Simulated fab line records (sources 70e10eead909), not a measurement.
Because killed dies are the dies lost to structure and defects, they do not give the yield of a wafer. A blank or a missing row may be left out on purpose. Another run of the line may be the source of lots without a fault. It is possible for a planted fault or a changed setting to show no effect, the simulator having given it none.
Comparing a struck lot with a sound one | flow nand-harc | 40 out of 1159 route steps
Sound: wafers L612.2, L612.4, L612.5. The struck wafers were L629.2, L629.5, L629.6. The cause is named last.
For every step that has rows: the tool of each side, followed by ch and its chambers, followed by its first start. Under that, the readings that differ: sound wafers | struck wafers | difference of the means | sigmas: that difference in standard deviations of wafers without a fault.
alike: same words and numbers on both sides, and readings whose means sit less than 2 such deviations apart. not compared: any withheld reading, any reading some wafer has no value for, any bound like >300 that may hide the same value, and any number with overlapping values for which the record gives no deviation.
Wherever a step has rows on one side only, a row that says differs or no value, or a row with sigmas, the two part there. When numbers do not overlap yet have no deviation, they are printed without sigmas and do not part them. Lack of a reading on every wafer of one side parts them only where that side has two or more wafers.

first, 10 steps without rows for these wafers: NHARC_A_STAIRCASE_DEP_156 (deposits SiNx, target thk 50 nm); NHARC_A_STAIRCASE_DEHYDRATE_158 (time 120 s); NHARC_A_STAIRCASE_HMDS_159 (time 30 s); NHARC_A_STAIRCASE_COAT_160; NHARC_A_STAIRCASE_SOFTBAKE_161 (time 170 s); NHARC_A_STAIRCASE_EBR_162; NHARC_A_STAIRCASE_EXPOSE_163 (exposes mask STAIR OPEN); NHARC_A_STAIRCASE_PEB_164 (peb time 130 s); NHARC_A_STAIRCASE_DEVELOP_165 (time 140 s); NHARC_A_STAIRCASE_HARDBAKE_167 (time 140 s).
NHARC_A_STAIRCASE_DESCUM_168: chemistry O2, time 3 s.
  sound on rie-diel-05 ch 2,3, day 11 23:35; struck on rie-diel-04 ch 0,2,3, day 16 12:52
  alike: drypump-motor-current-A, oes-product-au, rf-vpp-V, showerhead-plenum-p-Torr, throttle-valve-pct
  not compared: rf-hours-counter-h
NHARC_A_STAIRCASE_ETCH_169: etches the open film in CH3F/O2, target depth 50 nm, time 107.1 s.
  sound on rie-diel-05 ch 2,3, day 11 23:41; struck on rie-diel-04 ch 0,1, day 16 12:56
  alike: bias-w, ch3f-flow-sccm, drypump-motor-current-A, oes-product-au, rf-vpp-V, showerhead-plenum-p-Torr, throttle-valve-pct
  not compared: rf-hours-counter-h
then, 20 steps without rows for these wafers: NHARC_A_STAIRCASE_ETCH_170 (etches the open film in C4F6/O2, target depth 200 nm, time 66.667 s); NHARC_A_STAIRCASE_STRIP_171 (strips in O2); NHARC_A_STAIRCASE_STRIP_172 (strips in SPM, time 900 s); NHARC_A_STAIRCASE_PRECLEAN_173 (cleans in SC1); NHARC_A_STAIRCASE_SRD_174; NHARC_A_STAIRCASE_DEHYDRATE_01 (time 120 s); NHARC_A_STAIRCASE_HMDS_02 (time 30 s); NHARC_A_STAIRCASE_COAT_03; NHARC_A_STAIRCASE_SOFTBAKE_04 (time 170 s); NHARC_A_STAIRCASE_EBR_05; NHARC_A_STAIRCASE_EXPOSE_06 (exposes mask STAIR); NHARC_A_STAIRCASE_PEB_07 (peb time 130 s); NHARC_A_STAIRCASE_DEVELOP_08 (time 140 s); NHARC_A_STAIRCASE_HARDBAKE_10 (time 140 s); NHARC_A_STAIRCASE_DESCUM_11 (chemistry O2, time 3 s); NHARC_A_STAIRCASE_TRIM_12 (chemistry O2, time 211.2 s); NHARC_A_STAIRCASE_ETCH_13 (etches the open film in C4F8/O2, target depth 100 nm, time 40.5 s); NHARC_A_STAIRCASE_TRIM_14 (chemistry O2, time 211.2 s); NHARC_A_STAIRCASE_ETCH_15 (etches the open film in C4F8/O2, target depth 100 nm, time 40.5 s); NHARC_A_STAIRCASE_TRIM_16 (chemistry O2, time 211.2 s).
NHARC_A_STAIRCASE_ETCH_17: etches the open film in C4F8/O2, target depth 100 nm, time 40.5 s.
  sound on rie-diel-04 ch 0,2,3; struck on rie-diel-05 ch 0,3
  alike: bias-w, oes-product-au, rf-vpp-V
  not compared: rf-hours-counter-h
then, 1 step without rows for these wafers: NHARC_A_STAIRCASE_TRIM_18 (chemistry O2, time 211.2 s).
NHARC_A_STAIRCASE_ETCH_19: etches the open film in C4F8/O2, target depth 100 nm, time 40.5 s.
  sound on rie-diel-04 ch 1,2,3; struck on rie-diel-05 ch 1,2,3
  alike: bias-w, oes-product-au, rf-vpp-V
  not compared: rf-hours-counter-h
then, 1 step without rows for these wafers: NHARC_A_STAIRCASE_TRIM_20 (chemistry O2, time 211.2 s).
NHARC_A_STAIRCASE_ETCH_21: etches the open film in C4F8/O2, target depth 100 nm, time 40.5 s.
  sound on rie-diel-04 ch 1,2,3; struck on rie-diel-05 ch 2,3
  alike: bias-w, oes-product-au, rf-vpp-V
  not compared: rf-hours-counter-h
then, 1 step without rows for these wafers: NHARC_A_STAIRCASE_TRIM_22 (chemistry O2, time 211.2 s).
NHARC_A_STAIRCASE_ETCH_23: etches the open film in C4F8/O2, target depth 100 nm, time 40.5 s.
  sound on rie-diel-04 ch 0,2,3; struck on rie-diel-05 ch 1,2
  alike: bias-w, oes-product-au, rf-vpp-V
  not compared: rf-hours-counter-h
-- the record jumps here: 9 days lie between the struck wafers' starts before and after (it left off in module A_STAIRCASE and takes up again in module END, whose first step shown is number 1159 of the route) --
NHARC_END_SORT_01:
  here the record holds rows for the struck wafers (prober-02 ch 0, day 25 13:05) but none for the sound ones

WHERE THEY PART
Only at NHARC_END_SORT_01, as far as this record shows.

WHY: the cause the simulator had injected
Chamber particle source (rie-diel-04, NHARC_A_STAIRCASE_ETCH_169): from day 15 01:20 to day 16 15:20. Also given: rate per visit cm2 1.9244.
